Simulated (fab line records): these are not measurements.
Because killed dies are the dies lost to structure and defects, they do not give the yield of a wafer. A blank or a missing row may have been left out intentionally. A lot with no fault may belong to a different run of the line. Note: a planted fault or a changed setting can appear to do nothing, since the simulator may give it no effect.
Chamber matching	flow n5_finfet	rie_diel-04 running N5_BEOL_M5_STRIP_36: 4 sister chambers
The step strips in N2/H2. 4 wafers are shown with their chamber, then 12 later ones without.

== WAFERS PAIRED WITH THEIR CHAMBERS ==
wafer	chamber	drypump_motor_current_A (A)
L087.1	3	6.0
L088.1	1	5.4
L088.2	2	4.7
L088.3	0	6.3

== WAFERS MISSING THEIR CHAMBER ==
wafer	drypump_motor_current_A (A)
L088.4	6.0
L088.5	6.0
L088.6	6.2
L090.1	5.4
L090.2	4.8
L090.3	6.0
L089.1	6.3
L089.2	5.4
L089.4	6.0
L095.1	6.3
L095.2	6.0
L095.3	4.8

== EACH ONE'S CHAMBER ==
wafer	from the rows above	in truth
L088.4	3	3
L088.5	3	3
L088.6	0	0
L090.1	1	1
L090.2	2	2
L090.3	3	3
L089.1	0	0
L089.2	1	1
L089.4	3	3
L095.1	0	0
L095.2	3	3
L095.3	2	2
Correct placement for 12 of the 12. From these rows, 0 cannot be placed. Wrongly placed: 0.
How it was worked out, from the rows above alone: a wafer's distance from a chamber is the root of the sum, over the readings, of the square of ((its reading less the chamber's mean) divided by the reading's scatter). The wafer belongs to the nearest chamber; if the next one is less than 2 further off, it can't be placed. Each chamber's mean is taken over the wafers shown for it. The scatter (one wafer shown for each chamber): square how far every hidden wafer sits from the nearest shown wafer, average those squares and take the square root.
